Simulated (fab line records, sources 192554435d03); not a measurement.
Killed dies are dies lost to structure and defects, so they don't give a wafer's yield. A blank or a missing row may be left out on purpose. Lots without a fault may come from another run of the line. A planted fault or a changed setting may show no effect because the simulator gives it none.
One fault seen from 2 desks | flow n5_finfet | each desk has only its own numbers; what lay behind them comes last

THE TOOL OWNER'S DESK: cvd_co-02
The tool's own readings at N5_BEOL_M11_CVD_75 (deposits Co from CCTBA/H2, target thk 2 nm, time 138.9 s): means of the sampled wafers that have a number, for each lot that ran on this tool. A lot is out of limits, marked OUT, if its mean lies more than 4 standard deviations from the usual mean; the brackets give that distance.
Columns: A = run_length_s at N5_BEOL_M11_CVD_75, usual 161.9 s
lot  | first seen here | A
L203 | day 10 01:38    | 161.8
L205 | day 10 21:59    | 161.4
L206 | day 11 00:02    | 161.4
L208 | day 11 07:06    | 161.5
L210 | day 12 06:16    | 151.8 (-19) OUT
This desk's finding: out of limits on L210; first on L210, day 12 06:16 (run_length_s at N5_BEOL_M11_CVD_75). In limits: L203, L205, L206, L208.

THE METROLOGY DESK
What the gauges read, lot by lot, whatever tool the lot ran on: means of the sampled wafers that have a number. A lot is out of limits, marked OUT, if its mean lies more than 4 standard deviations from the usual mean; the brackets give that distance.
Columns: A = V11_OVL at N5_BEOL_M12_OVL_MEAS_11, usual 2 nm
lot  | first seen here | A
L203 | day 10 03:26    | -1
L204 | day 10 15:26    | 1
L205 | day 11 00:50    | -2
L206 | day 11 03:00    | 12
L207 | day 11 07:59    | -0
L208 | day 11 10:03    | -4
L210 | day 12 07:57    | 9
L212 | day 13 05:00    | 0
L223 | day 15 08:46    | 9
L222 | day 15 10:27    | 5
L226 | day 16 04:41    | 11
This desk's finding: nothing out of limits on any of the 11 lots.

PUT TOGETHER
The tool owner's desk could have raised an alarm at day 12 06:16, on L210.
The metrology desk saw nothing out of limits.
The metrology desk has L210 on record, within its limits.
Of the lots named, all ran N5_BEOL_M11_CVD_75 on cvd_co-02.

WHAT THE SIMULATOR HAD PUT IN
Process parameter drift: cvd_co-02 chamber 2, from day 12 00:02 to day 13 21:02, at N5_BEOL_M11_CVD_75. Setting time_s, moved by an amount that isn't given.
Lots struck among those shown: L210.
Hours from the fault's start to each desk's first reading out of limits: the tool owner's desk, 6.
